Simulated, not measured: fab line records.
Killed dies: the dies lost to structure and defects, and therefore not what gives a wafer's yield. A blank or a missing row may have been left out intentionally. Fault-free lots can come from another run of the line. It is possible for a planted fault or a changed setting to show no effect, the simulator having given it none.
Split-lot experiment ; flow n5Finfet ; on a route of 1938 steps: 7 lots, 21 wafers read

ON THE SPLIT
At N5_BEOL_M7_ETCH_61 (etches SiARC in CF4, target depth 45.5 nm, time 75.8 s), the setting sourceW was moved away from the recipe's 545 W on 6 of the 21 wafers read, by -12.8% to +14.8%. All remaining wafers had this setting at the recipe value.

Reading taken at the split's own step.

THE READING
rfVppV, in V, at N5_BEOL_M7_ETCH_61 (etches SiARC in CF4, target depth 45.5 nm, time 75.8 s). A value of 183.9 V with a standard deviation of 1.5 V is what fault-free wafers of this fab line usually give.

wafer;tool, chamber at the split;sourceW as run, W;against the recipe;rfVppV, V;against lot-mates on the recipe
L075.1;rieDiel-03, 2;570.5;+4.7%;181.8;-3.6
L075.3;rieDiel-03, 1;545;recipe;184.0;-
L075.6;rieDiel-03, 1;545;recipe;186.9;-
L077.3;rieDiel-03, 2;545;recipe;183.9;-
L077.4;rieDiel-03, 3;545;recipe;183.6;-
L077.6;rieDiel-03, 2;582.6;+6.9%;179.6;-4.2
L082.4;rieDiel-03, 2;545;recipe;184.5;-
L082.5;rieDiel-03, 1;545;recipe;186.1;-
L082.6;rieDiel-03, 3;545;recipe;181.6;-
L089.2;rieDiel-03, 1;545;recipe;185.1;-
L089.4;rieDiel-03, 2;545;recipe;184.6;-
L089.6;rieDiel-03, 1;545;recipe;186.3;-
L092.2;rieDiel-03, 1;625.9;+14.8%;177.6;-6.5
L092.3;rieDiel-03, 2;545;recipe;183.4;-
L092.4;rieDiel-03, 0;545;recipe;184.7;-
L096.2;rieDiel-06, 3;475.1;-12.8%;193.1;+7.5
L096.5;rieDiel-06, 3;475.1;-12.8%;194.0;+8.4
L096.6;rieDiel-06, 0;545;recipe;185.6;-
L097.2;rieDiel-03, 3;484.8;-11.0%;193.4;+8.3
L097.3;rieDiel-03, 1;545;recipe;185.2;-
L097.6;rieDiel-03, 0;545;recipe;185.0;-

FIT RESULTS
A straight line over all 21 wafers: rfVppV changes by -0.641 V for each +1% of sourceW; r = -0.95; the points scatter about the line by 1.3 V.
The same after taking each lot's own level away (the mean of its wafers on the recipe; 21 wafers): -0.587 V for each +1%; r = -0.95; scatter 1.2 V.
According to that fit, moving sourceW by its largest amount changes the reading by 8.7 V.
Measured against the standard deviation above, the lots' own levels, which go from 183.75 to 185.60 V, span 1.2 times it.
Hence the lot-to-lot level has little effect on the slope; both slopes agree.
Check: for one of the wafers moved furthest among these (+14.8%), held out of the fit, the line's prediction against its lot-mates is -9.74 V. Against them it came out at -6.45 V.
Tool readings at the split's step, against how far the setting was moved: etchRfOnTimeS r = -0.96; rfVppV r = -0.95.

OTHER SPLITS APPLIED TO THESE WAFERS
Note: prior to the reading, these wafers also went through further splits. Each is held against what the fit with the lots' levels taken away leaves over:
other split on the same wafers;wafers away from the commonest value;r with rfVppV (lot level and that fit taken away)
N5_BEOL_M4_COAT_73 spinRpm;6;+0.40
N5_BEOL_M5_TRENCH_ETCH_37 biasW;9;+0.18
N5_BEOL_M5_ETCH_41 sourceW;4;-0.13
N5_BEOL_M6_TRENCH_ETCH_37 sourceW;9;-0.09

THE WHOLE CHAIN: every reading that the file lists as answering this split, in the file's order
step;what it does;reading;change (the file's fit);r (the file's)
N5_BEOL_M7_ETCH_61;etches SiARC in CF4, target depth 45.5 nm, time 75.8 s;etchRfOnTimeS;withheld for each +1% of the setting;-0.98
N5_BEOL_M7_ETCH_61;etches SiARC in CF4, target depth 45.5 nm, time 75.8 s;rfVppV;-0.579 V for each +1% of the setting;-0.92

FILE'S OWN FIT
rfVppV changes by -0.579 V for each +1% of sourceW, r = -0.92.
